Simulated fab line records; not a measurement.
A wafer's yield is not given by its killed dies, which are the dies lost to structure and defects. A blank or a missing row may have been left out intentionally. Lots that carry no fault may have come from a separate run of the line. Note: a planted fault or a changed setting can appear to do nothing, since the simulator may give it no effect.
Which tool is to blame? | flow n5-finfet | 20 lots, 60 wafers sampled, at 6 steps of a route of 1938

== WHAT THE GAUGES READ, wafer by wafer ==
The record lacks any reading of a measuring or inspecting step that a usual standard deviation could be used to judge.

== WHAT TOOL EACH LOT RAN ON (gives the tool, then ch and the chambers of the sampled wafers, and finally the start) ==
lot  | N5_BEOL_M1_HM_OPEN_17             | N5_BEOL_M1_DESCUM_33               | N5_BEOL_M1_ETCH_69                 | N5_BEOL_M1_ETCHBACK_99             | N5_BEOL_M1_VIA_ETCH_34             | N5_BEOL_M1_SPUTTER_79
L074 | rie-metal-02 ch 0, day 6 07:42    | rie-diel-04 ch 0,1, day 6 08:26    | rie-diel-04 ch 0,1, day 6 08:29    | rie-diel-06 ch 0,1,2, day 6 08:54  | rie-diel-06 ch 0,1,2, day 6 09:02  | pvd-sputter-02, day 6 10:47
L075 | rie-metal-02 ch 0,1, day 6 09:08  | rie-diel-05 ch 0,1,3, day 6 09:47  | rie-diel-05 ch 0,1,3, day 6 09:51  | rie-diel-04 ch 0,1,2, day 6 11:55  | rie-diel-04 ch 0,1,2, day 6 12:04  | pvd-sputter-01, day 6 13:44
L077 | rie-metal-01 ch 0,1, day 6 14:21  | rie-diel-04 ch 0,2, day 6 15:06    | rie-diel-04 ch 0,2, day 6 15:09    | rie-diel-06 ch 0,1,3, day 6 17:17  | rie-diel-06 ch 0,1,3, day 6 17:25  | pvd-sputter-01, day 6 19:05
L076 | rie-metal-03 ch 0,1, day 6 18:25  | rie-diel-05 ch 0,2,3, day 6 19:09  | rie-diel-05 ch 0,2,3, day 6 19:13  | rie-diel-04 ch 0,1,2, day 6 19:25  | rie-diel-04 ch 0,1,2, day 6 19:33  | pvd-sputter-01, day 6 20:56
L078 | rie-metal-01 ch 1, day 7 04:55    | rie-diel-04 ch 0,1,2, day 7 05:49  | rie-diel-04 ch 0,1,2, day 7 05:52  | rie-diel-06 ch 1,3, day 7 06:51    | rie-diel-06 ch 1,3, day 7 06:59    | pvd-sputter-01, day 7 08:37
L079 | rie-metal-02 ch 0,1, day 7 07:20  | rie-diel-04 ch 1,2, day 7 08:22    | rie-diel-04 ch 1,2, day 7 08:27    | rie-diel-06 ch 1,3, day 7 09:22    | rie-diel-06 ch 1,3, day 7 09:31    | pvd-sputter-03, day 7 10:50
L080 | rie-metal-02 ch 0,1, day 7 08:03  | rie-diel-04 ch 1,2, day 7 08:58    | rie-diel-04 ch 1,2, day 7 09:03    | rie-diel-04 ch 1,2, day 7 09:54    | rie-diel-04 ch 1,2, day 7 10:02    | pvd-sputter-02, day 7 16:11
L081 | rie-metal-01 ch 1, day 7 16:47    | rie-diel-06 ch 2,3, day 7 17:40    | rie-diel-06 ch 2,3, day 7 17:43    | rie-diel-04 ch 0,1,3, day 7 19:06  | rie-diel-04 ch 0,1,3, day 7 19:14  | pvd-sputter-02, day 7 20:42
L082 | rie-metal-01 ch 1, day 7 23:53    | rie-diel-05 ch 0,2, day 8 00:33    | rie-diel-05 ch 0,2, day 8 00:36    | rie-diel-05 ch 1,2,3, day 8 00:56  | rie-diel-05 ch 1,2,3, day 8 01:05  | pvd-sputter-03, day 8 03:00
L083 | rie-metal-01 ch 0,1, day 8 05:44  | rie-diel-05 ch 0,3, day 8 06:25    | rie-diel-05 ch 0,3, day 8 06:28    | rie-diel-04 ch 0,2, day 8 09:19    | rie-diel-04 ch 0,2, day 8 09:27    | pvd-sputter-03, day 8 11:14
L086 | rie-metal-02 ch 0,1, day 9 00:17  | rie-diel-05 ch 0,2,3, day 9 01:19  | rie-diel-05 ch 0,2,3, day 9 01:22  | rie-diel-06 ch 0,1,2, day 9 01:56  | rie-diel-06 ch 0,1,2, day 9 02:04  | pvd-sputter-02, day 9 03:19
L084 | rie-metal-02 ch 0,1, day 9 00:24  | rie-diel-06 ch 2,3, day 9 01:31    | rie-diel-06 ch 2,3, day 9 01:34    | rie-diel-04 ch 0,2,3, day 9 02:01  | rie-diel-04 ch 0,2,3, day 9 02:10  | pvd-sputter-01, day 9 03:23
L085 | rie-metal-02 ch 0,1, day 9 01:04  | rie-diel-06 ch 1,2, day 9 01:46    | rie-diel-06 ch 1,2, day 9 01:49    | rie-diel-06 ch 1,2,3, day 9 02:18  | rie-diel-06 ch 1,2,3, day 9 02:26  | pvd-sputter-01, day 9 05:31
L087 | rie-metal-02 ch 0,1, day 9 01:35  | rie-diel-04 ch 0,2, day 9 02:28    | rie-diel-04 ch 0,2, day 9 02:31    | rie-diel-05 ch 0,3, day 9 14:53    | rie-diel-05 ch 0,3, day 9 15:01    | pvd-sputter-02, day 9 17:22
L088 | rie-metal-01 ch 0,1, day 9 13:05  | rie-diel-06 ch 0,2,3, day 9 13:43  | rie-diel-06 ch 0,2,3, day 9 13:46  | rie-diel-06 ch 1,2,3, day 9 16:44  | rie-diel-06 ch 1,2,3, day 9 16:52  | pvd-sputter-03, day 9 18:17
L089 | rie-metal-02 ch 0,1, day 9 21:01  | rie-diel-05 ch 0,1, day 9 21:38    | rie-diel-05 ch 0,1, day 9 21:41    | rie-diel-04 ch 0,2,3, day 9 22:58  | rie-diel-04 ch 0,2,3, day 9 23:06  | pvd-sputter-03, day 10 00:46
L091 | rie-metal-03 ch 0, day 10 05:50   | rie-diel-06 ch 1,2,3, day 10 06:27 | rie-diel-06 ch 1,2,3, day 10 06:30 | rie-diel-04 ch 0,2, day 10 08:10   | rie-diel-04 ch 0,2, day 10 08:18   | pvd-sputter-02, day 10 10:16
L094 | rie-metal-02 ch 0,1, day 11 05:28 | rie-diel-05 ch 1,2,3, day 11 06:13 | rie-diel-05 ch 1,2,3, day 11 06:16 | rie-diel-04 ch 2,3, day 11 06:57   | rie-diel-04 ch 2,3, day 11 07:05   | pvd-sputter-03, day 11 08:42
L095 | rie-metal-01 ch 0,1, day 11 20:10 | rie-diel-06 ch 0,1,2, day 11 20:55 | rie-diel-06 ch 0,1,2, day 11 20:58 | rie-diel-04 ch 0,2,3, day 12 05:23 | rie-diel-04 ch 0,2,3, day 12 05:31 | pvd-sputter-02, day 12 07:17
L096 | rie-metal-02 ch 0,1, day 12 05:34 | rie-diel-06 ch 2,3, day 12 06:29   | rie-diel-06 ch 2,3, day 12 06:32   | rie-diel-04 ch 1,2,3, day 12 10:42 | rie-diel-04 ch 1,2,3, day 12 10:50 | pvd-sputter-03, day 12 12:37
- N5_BEOL_M1_HM_OPEN_17: chemistry Cl2/BCl3, target TiN, target depth 20 nm, overetch 6 nm.
- N5_BEOL_M1_DESCUM_33: chemistry O2, time 7 s.
- N5_BEOL_M1_ETCH_69: etches SiARC in CF4, target depth 15.6 nm, time 26 s.
- N5_BEOL_M1_ETCHBACK_99: etches SiO2 in CHF3, target depth 5 nm, time 10.4 s.
- N5_BEOL_M1_VIA_ETCH_34: etches the open film in C4F6/O2, target depth 67.8 nm, time 64.4 s.
- N5_BEOL_M1_SPUTTER_79: material Cu, target thk 4.5 nm, time 8.29 s.

== AS READ BY THE TOOLS THEMSELVES (means over the sampled wafers that have a number; for cases with no such wafer, the mark the record gives instead) ==
N5_BEOL_M1_HM_OPEN_17.
lot  | tool         | drypump-motor-current-A (A) | oes-product-au (a.u.) | throttle-valve-pct (%)
L074 | rie-metal-02 | 4.8                         | 0.56                  | 21.98
L075 | rie-metal-02 | 5.7                         | 0.56                  | 22.24
L077 | rie-metal-01 | 5.7                         | 0.57                  | 22.55
L076 | rie-metal-03 | 5.7                         | 0.70                  | 22.08
L078 | rie-metal-01 | 6.2                         | 0.72                  | 22.39
L079 | rie-metal-02 | 5.7                         | 0.55                  | 22.27
L080 | rie-metal-02 | 5.3                         | 0.55                  | 22.13
L081 | rie-metal-01 | 6.2                         | 0.70                  | 22.40
L082 | rie-metal-01 | 6.2                         | 0.71                  | 22.40
L083 | rie-metal-01 | 5.7                         | 0.79                  | 22.32
L086 | rie-metal-02 | 5.7                         | 0.55                  | 22.29
L084 | rie-metal-02 | 5.7                         | 0.55                  | 22.28
L085 | rie-metal-02 | 5.7                         | 0.56                  | 22.27
L087 | rie-metal-02 | 5.3                         | 0.54                  | 22.14
L088 | rie-metal-01 | 6.0                         | 0.73                  | 22.36
L089 | rie-metal-02 | 5.3                         | 0.55                  | 22.13
L091 | rie-metal-03 | 5.5                         | 0.69                  | 22.32
L094 | rie-metal-02 | 5.7                         | 0.54                  | 22.28
L095 | rie-metal-01 | 5.7                         | 0.74                  | 22.33
L096 | rie-metal-02 | 5.7                         | 0.54                  | 22.27

N5_BEOL_M1_DESCUM_33.
lot  | tool        | drypump-motor-current-A (A) | oes-product-au (a.u.) | rf-vpp-V (V) | showerhead-plenum-p-Torr (Torr) | throttle-valve-pct (%)
L074 | rie-diel-04 | 5.8                         | 0.75                  | 244.0        | 2.12                            | 20.47
L075 | rie-diel-05 | 5.7                         | 0.77                  | 242.9        | 2.07                            | 20.52
L077 | rie-diel-04 | 6.2                         | 0.71                  | 241.6        | 2.05                            | 20.84
L076 | rie-diel-05 | 5.6                         | 0.82                  | 243.2        | 2.11                            | 20.42
L078 | rie-diel-04 | 6.0                         | 0.72                  | 243.9        | 2.08                            | 20.68
L079 | rie-diel-04 | 6.0                         | 0.67                  | 243.6        | 2.11                            | 20.66
L080 | rie-diel-04 | 6.3                         | 0.65                  | 243.3        | 2.08                            | 20.83
L081 | rie-diel-06 | 5.7                         | 0.73                  | 244.4        | 2.17                            | 20.41
L082 | rie-diel-05 | 5.4                         | 0.82                  | 244.2        | 2.13                            | 20.45
L083 | rie-diel-05 | 5.9                         | 0.76                  | 243.5        | 2.12                            | 20.63
L086 | rie-diel-05 | 5.6                         | 0.81                  | 243.8        | 2.10                            | 20.45
L084 | rie-diel-06 | 5.4                         | 0.73                  | 244.7        | 2.17                            | 20.33
L085 | rie-diel-06 | 5.9                         | 0.72                  | 243.5        | 2.11                            | 20.58
L087 | rie-diel-04 | 6.2                         | 0.92                  | 242.7        | 2.05                            | 20.56
L088 | rie-diel-06 | 5.6                         | 0.71                  | 244.4        | 2.16                            | 20.37
L089 | rie-diel-05 | 5.7                         | 0.71                  | 242.3        | 2.05                            | 20.68
L091 | rie-diel-06 | 5.7                         | 0.72                  | 243.6        | 2.11                            | 20.49
L094 | rie-diel-05 | 5.4                         | 0.79                  | 241.7        | 2.04                            | 20.38
L095 | rie-diel-06 | 5.8                         | 0.79                  | 243.9        | 2.10                            | 20.42
L096 | rie-diel-06 | 5.7                         | 0.70                  | 244.0        | 2.16                            | 20.46

N5_BEOL_M1_ETCH_69.
lot  | tool        | drypump-motor-current-A (A) | etch-rf-on-time-s (s) | oes-product-au (a.u.) | rf-vpp-V (V) | showerhead-plenum-p-Torr (Torr) | throttle-valve-pct (%)
L074 | rie-diel-04 | 5.8                         | 26.1                  | 0.63                  | 184.9        | 2.17                            | 15.72
L075 | rie-diel-05 | 5.7                         | 25.8                  | 0.66                  | 183.8        | 2.11                            | 15.69
L077 | rie-diel-04 | 6.2                         | 26.0                  | 0.61                  | 183.7        | 2.10                            | 15.98
L076 | rie-diel-05 | 5.6                         | 26.3                  | 0.70                  | 183.8        | 2.16                            | 15.60
L078 | rie-diel-04 | 6.0                         | 26.0                  | 0.62                  | 183.7        | 2.13                            | 15.87
L079 | rie-diel-04 | 6.1                         | 25.9                  | 0.58                  | 184.5        | 2.17                            | 15.94
L080 | rie-diel-04 | 6.3                         | 26.0                  | 0.56                  | 184.2        | 2.13                            | 16.07
L081 | rie-diel-06 | 5.7                         | 26.3                  | 0.62                  | 184.8        | 2.22                            | 15.65
L082 | rie-diel-05 | 5.4                         | 26.1                  | 0.70                  | 184.1        | 2.18                            | 15.68
L083 | rie-diel-05 | 5.9                         | 26.6                  | 0.65                  | 184.2        | 2.17                            | 15.81
L086 | rie-diel-05 | 5.6                         | 26.4                  | 0.68                  | 184.6        | 2.15                            | 15.65
L084 | rie-diel-06 | 5.4                         | 26.2                  | 0.63                  | 184.9        | 2.22                            | 15.60
L085 | rie-diel-06 | 5.9                         | 26.5                  | 0.61                  | 185.1        | 2.16                            | 15.77
L087 | rie-diel-04 | 6.2                         | 25.3                  | 0.78                  | 182.9        | 2.09                            | 15.62
L088 | rie-diel-06 | 5.6                         | 26.1                  | 0.61                  | 184.5        | 2.21                            | 15.62
L089 | rie-diel-05 | 5.7                         | 26.2                  | 0.60                  | 183.7        | 2.10                            | 15.85
L091 | rie-diel-06 | 5.6                         | 26.3                  | 0.62                  | 184.3        | 2.16                            | 15.71
L094 | rie-diel-05 | 5.4                         | 25.8                  | 0.67                  | 184.1        | 2.09                            | 15.57
L095 | rie-diel-06 | 5.8                         | 26.0                  | 0.67                  | 183.9        | 2.15                            | 15.60
L096 | rie-diel-06 | 5.7                         | 26.4                  | 0.60                  | 185.1        | 2.20                            | 15.72

N5_BEOL_M1_ETCHBACK_99.
lot  | tool        | drypump-motor-current-A (A) | oes-product-au (a.u.) | rf-vpp-V (V) | showerhead-plenum-p-Torr (Torr) | throttle-valve-pct (%)
L074 | rie-diel-06 | 5.8                         | 0.72                  | 242          | 2.17                            | 17.12
L075 | rie-diel-04 | 6.0                         | 0.73                  | 242          | 2.14                            | 17.30
L077 | rie-diel-06 | 5.6                         | 0.74                  | 243          | 2.17                            | 17.04
L076 | rie-diel-04 | 6.0                         | 0.73                  | 242          | 2.14                            | 17.31
L078 | rie-diel-06 | 5.6                         | 0.75                  | 241          | 2.12                            | 17.13
L079 | rie-diel-06 | 5.4                         | 0.75                  | 243          | 2.18                            | 17.03
L080 | rie-diel-04 | 6.1                         | 0.67                  | 243          | 2.18                            | 17.38
L081 | rie-diel-04 | 5.5                         | 0.77                  | 241          | 2.16                            | 17.23
L082 | rie-diel-05 | 5.4                         | 0.80                  | 240          | 2.10                            | 16.96
L083 | rie-diel-04 | 6.2                         | 0.94                  | 239          | 2.10                            | 17.08
L086 | rie-diel-06 | 5.8                         | 0.72                  | 242          | 2.16                            | 17.16
L084 | rie-diel-04 | 5.7                         | 0.85                  | 239          | 2.12                            | 17.18
L085 | rie-diel-06 | 5.7                         | 0.73                  | 242          | 2.18                            | 17.13
L087 | rie-diel-05 | 5.8                         | 0.79                  | 239          | 2.12                            | 17.01
L088 | rie-diel-06 | 5.6                         | 0.72                  | 243          | 2.17                            | 17.15
L089 | rie-diel-04 | 5.7                         | 0.85                  | 239          | 2.11                            | 17.20
L091 | rie-diel-04 | 6.2                         | 0.90                  | 238          | 2.09                            | 17.10
L094 | rie-diel-04 | 6.0                         | 0.87                  | 237          | 2.11                            | 17.21
L095 | rie-diel-04 | 5.8                         | 0.82                  | 238          | 2.11                            | 17.23
L096 | rie-diel-04 | 5.8                         | 0.86                  | 240          | 2.15                            | 17.14

N5_BEOL_M1_VIA_ETCH_34.
lot  | tool        | drypump-motor-current-A (A) | oes-product-au (a.u.) | rf-vpp-V (V) | showerhead-plenum-p-Torr (Torr) | throttle-valve-pct (%)
L074 | rie-diel-06 | 5.8                         | 0.73                  | 671          | 2.86                            | 30.72
L075 | rie-diel-04 | 6.0                         | 0.73                  | 670          | 2.83                            | 30.96
L077 | rie-diel-06 | 5.6                         | 0.74                  | 670          | 2.87                            | 30.60
L076 | rie-diel-04 | 6.0                         | 0.73                  | 670          | 2.83                            | 30.95
L078 | rie-diel-06 | 5.6                         | 0.75                  | 665          | 2.81                            | 30.70
L079 | rie-diel-06 | 5.4                         | 0.75                  | 671          | 2.88                            | 30.55
L080 | rie-diel-04 | 6.1                         | 0.68                  | 672          | 2.88                            | 30.98
L081 | rie-diel-04 | 5.5                         | 0.77                  | 668          | 2.85                            | 30.95
L082 | rie-diel-05 | 5.4                         | 0.80                  | 664          | 2.78                            | 30.60
L083 | rie-diel-04 | 6.2                         | 0.95                  | 662          | 2.77                            | 30.88
L086 | rie-diel-06 | 5.8                         | 0.71                  | 671          | 2.86                            | 30.74
L084 | rie-diel-04 | 5.7                         | 0.85                  | 660          | 2.80                            | 30.97
L085 | rie-diel-06 | 5.6                         | 0.73                  | 672          | 2.87                            | 30.70
L087 | rie-diel-05 | 5.8                         | 0.79                  | 664          | 2.80                            | 30.64
L088 | rie-diel-06 | 5.7                         | 0.73                  | 670          | 2.87                            | 30.69
L089 | rie-diel-04 | 5.7                         | 0.84                  | 661          | 2.80                            | 30.96
L091 | rie-diel-04 | 6.2                         | 0.90                  | 661          | 2.77                            | 30.90
L094 | rie-diel-04 | 6.1                         | 0.86                  | 656          | 2.79                            | 31.00
L095 | rie-diel-04 | 5.7                         | 0.81                  | 661          | 2.79                            | 30.99
L096 | rie-diel-04 | 5.8                         | 0.87                  | 663          | 2.84                            | 30.88

N5_BEOL_M1_SPUTTER_79.
lot  | tool           | chuck-gas-flow-sccm (sccm) | susceptor-temp-C (C) | throttle-valve-pct (%)
L074 | pvd-sputter-02 | 1.23                       | -20.00               | 31.3
L075 | pvd-sputter-01 | 1.23                       | -20.04               | 30.9
L077 | pvd-sputter-01 | 1.27                       | -19.91               | 31.3
L076 | pvd-sputter-01 | 1.21                       | -20.14               | 30.8
L078 | pvd-sputter-01 | 1.26                       | -20.00               | 31.6
L079 | pvd-sputter-03 | 1.28                       | -20.04               | 30.4
L080 | pvd-sputter-02 | 1.21                       | -19.99               | 31.5
L081 | pvd-sputter-02 | 1.26                       | -19.99               | 30.6
L082 | pvd-sputter-03 | 1.29                       | -19.85               | 30.4
L083 | pvd-sputter-03 | 1.28                       | -20.03               | 30.5
L086 | pvd-sputter-02 | 1.26                       | -20.01               | 31.2
L084 | pvd-sputter-01 | 1.24                       | -19.96               | 31.1
L085 | pvd-sputter-01 | 1.31                       | -20.02               | 31.0
L087 | pvd-sputter-02 | 1.26                       | -19.98               | 30.9
L088 | pvd-sputter-03 | 1.26                       | -20.03               | 30.7
L089 | pvd-sputter-03 | 1.26                       | -19.99               | 30.1
L091 | pvd-sputter-02 | 1.19                       | -20.06               | 31.1
L094 | pvd-sputter-03 | 1.20                       | -19.92               | 30.6
L095 | pvd-sputter-02 | 1.31                       | -19.98               | 31.4
L096 | pvd-sputter-03 | 1.29                       | -20.12               | 30.3

== THE ANSWER, worked out from the rows above alone ==
Rule: the usual values come from the lots themselves. The widest of any qualifying gaps counts: lots, ordered by their means at a reading, are off when they make up no more than a third of the lots, leave a main group of 4 or more, and stand apart from it by 3 or more times the standard deviation of that group's means. A main group whose means are all the same, to the digits that the tables above print for the reading, isn't used. A lot without any number at a reading at which 4 lots or more have one is off too. The other lots that the step has rows for count as sound. Order of review: gauges by route order, followed by the tools' own readings, for which a lot's mean as printed above is used. The first step at which some lot is off is used, and at that step the reading that is off furthest; a lot without a number counts as furthest.
No lot is off at any reading shown: from this, nothing can be told.

== WHAT WAS PUT IN BY THE SIMULATOR ==
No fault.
